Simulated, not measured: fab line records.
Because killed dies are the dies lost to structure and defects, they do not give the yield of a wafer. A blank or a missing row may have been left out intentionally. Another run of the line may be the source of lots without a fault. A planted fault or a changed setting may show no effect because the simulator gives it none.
Chamber matching | flow n5-finfet | N5_DUMMY_GATE_STRIP_48 on rie-diel-06 has 4 sister chambers
The step strips in N2/H2, time 20 s. 8 wafers are shown with their chamber, then 8 later ones without.

== WAFERS, EACH WITH ITS CHAMBER ==
wafer  | chamber | showerhead-plenum-p-Torr (Torr) | drypump-motor-current-A (A)
L074.1 | 2       | 3.27                            | 5.0
L076.4 | 0       | 3.39                            | 5.5
L080.3 | 3       | 3.22                            | 5.6
L080.4 | 0       | 3.39                            | 5.6
L083.2 | 3       | 3.22                            | 5.6
L083.4 | 2       | 3.26                            | 5.0
L083.5 | 1       | 3.26                            | 4.9
L084.1 | 1       | 3.26                            | 5.0

== WAFERS WITHOUT THEIR CHAMBER ==
wafer  | showerhead-plenum-p-Torr (Torr) | drypump-motor-current-A (A)
L084.5 | 3.39                            | 5.5
L084.6 | 3.26                            | 4.9
L094.2 | 3.25                            | 5.0
L094.3 | 3.25                            | 5.0
L094.4 | 3.25                            | 5.0
L097.2 | 3.37                            | 5.6
L097.3 | 3.20                            | 5.6
L097.5 | 3.24                            | 5.0

== EACH ONE'S CHAMBER ==
wafer  | from the rows above     | in truth
L084.5 | 0                       | 0
L084.6 | can't be placed: 1 or 2 | 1
L094.2 | can't be placed: 1 or 2 | 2
L094.3 | can't be placed: 1 or 2 | 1
L094.4 | can't be placed: 1 or 2 | 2
L097.2 | 0                       | 0
L097.3 | 3                       | 3
L097.5 | can't be placed: 1 or 2 | 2
3 of 8 placed correctly. Unplaceable from these rows: 5, with the true chamber sitting among the candidates in 5. 0 placed wrongly.
How it was worked out, from the rows above alone: a wafer's distance from a chamber is the root of the sum, over the readings, of the square of ((its reading less the chamber's mean) divided by the reading's scatter). If the next closest chamber is less than 2 further off than the closest, the wafer can't be placed; otherwise it belongs to the closest. A chamber's mean is the mean of its shown wafers. The scatter: the root of (the sum of the squares of (reading less its chamber's mean) over the shown wafers, divided by (wafers less chambers)).
